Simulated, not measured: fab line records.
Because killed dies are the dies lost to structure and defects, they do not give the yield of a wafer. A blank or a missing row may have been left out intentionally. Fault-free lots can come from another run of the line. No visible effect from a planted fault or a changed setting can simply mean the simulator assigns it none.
Matching of chambers :: flow n5Finfet :: pecvd-02 running N5_BEOL_M15_ILD_DEP_00: 3 sister chambers
The step deposits SiO2 from TEOS/O2, target thk 1629.3 nm, time 346.1 s. 3 wafers are shown with their chamber, then 12 later ones without.

== WAFERS WITH THEIR CHAMBER ==
wafer: L089.2
chamber: 2
throttleValvePct (%): 19.4

wafer: L089.4
chamber: 0
throttleValvePct (%): 20.3

wafer: L089.5
chamber: 1
throttleValvePct (%): 17.4

== WAFERS WHOSE CHAMBER IS MISSING ==
wafer: L092.2
throttleValvePct (%): 19.2

wafer: L092.3
throttleValvePct (%): 20.2

wafer: L092.4
throttleValvePct (%): 17.3

wafer: L093.1
throttleValvePct (%): 17.3

wafer: L093.2
throttleValvePct (%): 20.3

wafer: L093.5
throttleValvePct (%): 20.1

wafer: L094.1
throttleValvePct (%): 17.4

wafer: L094.5
throttleValvePct (%): 20.3

wafer: L094.6
throttleValvePct (%): 19.6

wafer: L095.1
throttleValvePct (%): 17.4

wafer: L095.3
throttleValvePct (%): 19.5

wafer: L095.4
throttleValvePct (%): 17.4

== CHAMBER TAKEN BY EACH ==
wafer: L092.2
from the rows above: 2
in truth: 2

wafer: L092.3
from the rows above: 0
in truth: 0

wafer: L092.4
from the rows above: 1
in truth: 1

wafer: L093.1
from the rows above: 1
in truth: 1

wafer: L093.2
from the rows above: 0
in truth: 0

wafer: L093.5
from the rows above: 0
in truth: 0

wafer: L094.1
from the rows above: 1
in truth: 1

wafer: L094.5
from the rows above: 0
in truth: 0

wafer: L094.6
from the rows above: 2
in truth: 2

wafer: L095.1
from the rows above: 1
in truth: 1

wafer: L095.3
from the rows above: 2
in truth: 2

wafer: L095.4
from the rows above: 1
in truth: 1
Correctly placed: 12 of 12. Can't be placed from these rows: 0. 0 placed wrongly.
How it was worked out, from the rows above alone: a wafer's distance from a chamber is the root of the sum, over the readings, of the square of ((its reading less the chamber's mean) divided by the reading's scatter). If the next closest chamber is less than 2 further off than the closest, the wafer can't be placed; otherwise it belongs to the closest. A chamber's mean is the mean of its shown wafers. The scatter (one wafer shown for each chamber): square how far every hidden wafer sits from the nearest shown wafer, average those squares and take the square root.
